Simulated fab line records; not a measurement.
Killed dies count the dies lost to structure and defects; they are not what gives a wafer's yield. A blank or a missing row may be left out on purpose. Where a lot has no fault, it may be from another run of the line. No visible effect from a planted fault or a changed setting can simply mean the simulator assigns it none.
Matching of chambers || flow n5_finfet || N5_BEOL_M14_DESCUM_15 on rie_diel-05 has 4 sister chambers
The step chemistry O2, time 7.9 s. 4 wafers are shown with their chamber, then 12 later ones without.

## WAFERS, EACH WITH ITS CHAMBER
{"wafer": "L082.1", "chamber": 1, "showerhead_plenum_p_Torr (Torr)": 2.04}
{"wafer": "L085.4", "chamber": 2, "showerhead_plenum_p_Torr (Torr)": 2.12}
{"wafer": "L085.5", "chamber": 3, "showerhead_plenum_p_Torr (Torr)": 2.06}
{"wafer": "L085.6", "chamber": 0, "showerhead_plenum_p_Torr (Torr)": 2.20}

## WAFERS WITHOUT THEIR CHAMBER
{"wafer": "L086.1", "showerhead_plenum_p_Torr (Torr)": 2.20}
{"wafer": "L086.3", "showerhead_plenum_p_Torr (Torr)": 2.12}
{"wafer": "L086.4", "showerhead_plenum_p_Torr (Torr)": 2.12}
{"wafer": "L089.1", "showerhead_plenum_p_Torr (Torr)": 2.20}
{"wafer": "L089.3", "showerhead_plenum_p_Torr (Torr)": 2.06}
{"wafer": "L089.5", "showerhead_plenum_p_Torr (Torr)": 2.12}
{"wafer": "L090.3", "showerhead_plenum_p_Torr (Torr)": 2.05}
{"wafer": "L090.4", "showerhead_plenum_p_Torr (Torr)": 2.05}
{"wafer": "L090.6", "showerhead_plenum_p_Torr (Torr)": 2.11}
{"wafer": "L097.2", "showerhead_plenum_p_Torr (Torr)": 2.05}
{"wafer": "L097.3", "showerhead_plenum_p_Torr (Torr)": 2.11}
{"wafer": "L097.6", "showerhead_plenum_p_Torr (Torr)": 2.11}

## THE CHAMBER EACH PASSED THROUGH
{"wafer": "L086.1", "from the rows above": 0, "in truth": 0}
{"wafer": "L086.3", "from the rows above": 2, "in truth": 2}
{"wafer": "L086.4", "from the rows above": 2, "in truth": 2}
{"wafer": "L089.1", "from the rows above": 0, "in truth": 0}
{"wafer": "L089.3", "from the rows above": 3, "in truth": 3}
{"wafer": "L089.5", "from the rows above": 2, "in truth": 2}
{"wafer": "L090.3", "from the rows above": "can't be placed: 1 or 3", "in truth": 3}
{"wafer": "L090.4", "from the rows above": "can't be placed: 1 or 3", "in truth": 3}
{"wafer": "L090.6", "from the rows above": 2, "in truth": 2}
{"wafer": "L097.2", "from the rows above": "can't be placed: 1 or 3", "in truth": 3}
{"wafer": "L097.3", "from the rows above": 2, "in truth": 2}
{"wafer": "L097.6", "from the rows above": 2, "in truth": 2}
Placed correctly: 9 of 12. Can't be placed from these rows: 3 (the true chamber is among the candidates in 3). Wrongly placed: 0.
How it was worked out, from the rows above alone: a wafer's distance from a chamber is the root of the sum, over the readings, of the square of ((its reading less the chamber's mean) divided by the reading's scatter). The wafer belongs to the nearest chamber; if the next one is less than 2 further off, it can't be placed. For every chamber, the mean is computed from those of its wafers that are shown. The scatter: root of mean squared gap, hidden wafer to nearest shown wafer, with one shown wafer a chamber.
